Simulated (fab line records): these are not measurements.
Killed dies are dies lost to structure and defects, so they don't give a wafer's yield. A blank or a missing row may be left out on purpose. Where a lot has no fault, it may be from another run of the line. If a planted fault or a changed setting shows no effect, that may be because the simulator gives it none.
Split-lot study + flow n5 finfet + 21 wafers read from 7 lots, route of 1938 steps

== ABOUT THE SPLIT ==
At N5_BEOL_M8_ILD_DEP_00 (deposits SiCOH lowk from DEMS/porogen, target thk 179.75 nm, time 33.4 s), the setting time s was moved away from the recipe's 33.4 s on 7 of the 21 wafers read, by -8.7% to +10.9%. For the rest of the wafers, this setting stayed at what the recipe calls for.

== THE PATH FROM SPLIT TO READING: the file shows 1 step between them ==
- N5_BEOL_M8_CURE_74: cures SiCOH lowk, time 240 s

== THE READING ==
M8_ILD_THK, in nm, at N5_BEOL_M8_THK_MEAS_01. A value of 156.2 nm with a standard deviation of 2.3 nm is what fault-free wafers of this fab line usually give.

| wafer  | tool, chamber at the split | time s as run, s | against the recipe | M8_ILD_THK, nm | against lot-mates on the recipe |
|--------|----------------------------|------------------|--------------------|----------------|---------------------------------|
| L075.2 | pecvd-02, 0                | 33.4             | recipe             | 156.9          | -                               |
| L075.3 | pecvd-02, 2                | 31.44            | -5.9%              | 143.4          | -13.5                           |
| L075.6 | pecvd-02, 2                | 31.44            | -5.9%              | 146.9          | -10.0                           |
| L079.2 | pecvd-02, 0                | 37.04            | +10.9%             | 172.1          | +16.9                           |
| L079.5 | pecvd-02, 0                | 37.04            | +10.9%             | 174.4          | +19.2                           |
| L079.6 | pecvd-02, 2                | 33.4             | recipe             | 155.2          | -                               |
| L078.2 | pecvd-03, 0                | 33.4             | recipe             | 154.6          | -                               |
| L078.3 | pecvd-03, 2                | 33.4             | recipe             | 155.0          | -                               |
| L078.6 | pecvd-03, 2                | 33.4             | recipe             | 156.8          | -                               |
| L083.1 | pecvd-01, 2                | 33.4             | recipe             | 154.9          | -                               |
| L083.4 | pecvd-01, 1                | 33.4             | recipe             | 157.7          | -                               |
| L083.6 | pecvd-01, 2                | 33.4             | recipe             | 156.3          | -                               |
| L082.1 | pecvd-01, 1                | 30.49            | -8.7%              | 139.2          | -17.1                           |
| L082.5 | pecvd-01, 2                | 30.49            | -8.7%              | 141.5          | -14.8                           |
| L082.6 | pecvd-01, 1                | 33.4             | recipe             | 156.3          | -                               |
| L087.1 | pecvd-02, 0                | 33.4             | recipe             | 158.1          | -                               |
| L087.4 | pecvd-02, 1                | 33.4             | recipe             | 156.6          | -                               |
| L087.5 | pecvd-02, 2                | 36.57            | +9.5%              | 171.7          | +14.3                           |
| L088.2 | pecvd-03, 1                | 33.4             | recipe             | 154.4          | -                               |
| L088.5 | pecvd-03, 0                | 33.4             | recipe             | 156.8          | -                               |
| L088.6 | pecvd-03, 2                | 33.4             | recipe             | 157.4          | -                               |

FIT RESULTS
A straight line over all 21 wafers: M8_ILD_THK changes by +1.69 nm for each +1% of time s; r = +0.99; the points scatter about the line by 1.4 nm.
The same after taking each lot's own level away (the mean of its wafers on the recipe; 21 wafers): +1.73 nm for each +1%; r = +0.99; scatter 1.3 nm.
The reading moves by 19 nm for the largest change in time s, on that fit.
Measured against the standard deviation above, the lots' own levels, which go from 155.20 to 157.35 nm, span 0.9 times it.
Hence the lot-to-lot level has little effect on the slope; both slopes agree.
Check: with one of the wafers moved furthest among these (+10.9%) left out of the fit, the line predicts +18.9 nm for it against its lot-mates. Against them it came out at +16.9 nm.

== THE WHOLE CHAIN: every reading that the file lists as answering this split, in the file's order ==
| step                   | what it does                                                             | reading                                                                                  | change (the file's fit)              | r (the file's) |
|------------------------|--------------------------------------------------------------------------|------------------------------------------------------------------------------------------|--------------------------------------|----------------|
| N5_BEOL_M8_ILD_DEP_00  | deposits SiCOH lowk from DEMS/porogen, target thk 179.75 nm, time 33.4 s | SiCOH_lowk_of_BEOL_M8_ILD_DEP_00.thk nm (the simulator's own value, which no gauge read) | +1.94 nm for each +1% of the setting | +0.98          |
| N5_BEOL_M8_CURE_74     | cures SiCOH lowk, time 240 s                                             | SiCOH_lowk_of_BEOL_M8_ILD_DEP_00.thk nm (the simulator's own value, which no gauge read) | +1.69 nm for each +1% of the setting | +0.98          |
| N5_BEOL_M8_THK_MEAS_01 |                                                                          | M8_ILD_THK                                                                               | +1.69 for each +1% of the setting    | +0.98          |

== FILE'S OWN FIT ==
M8_ILD_THK changes by +1.69 nm for each +1% of time s, r = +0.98.
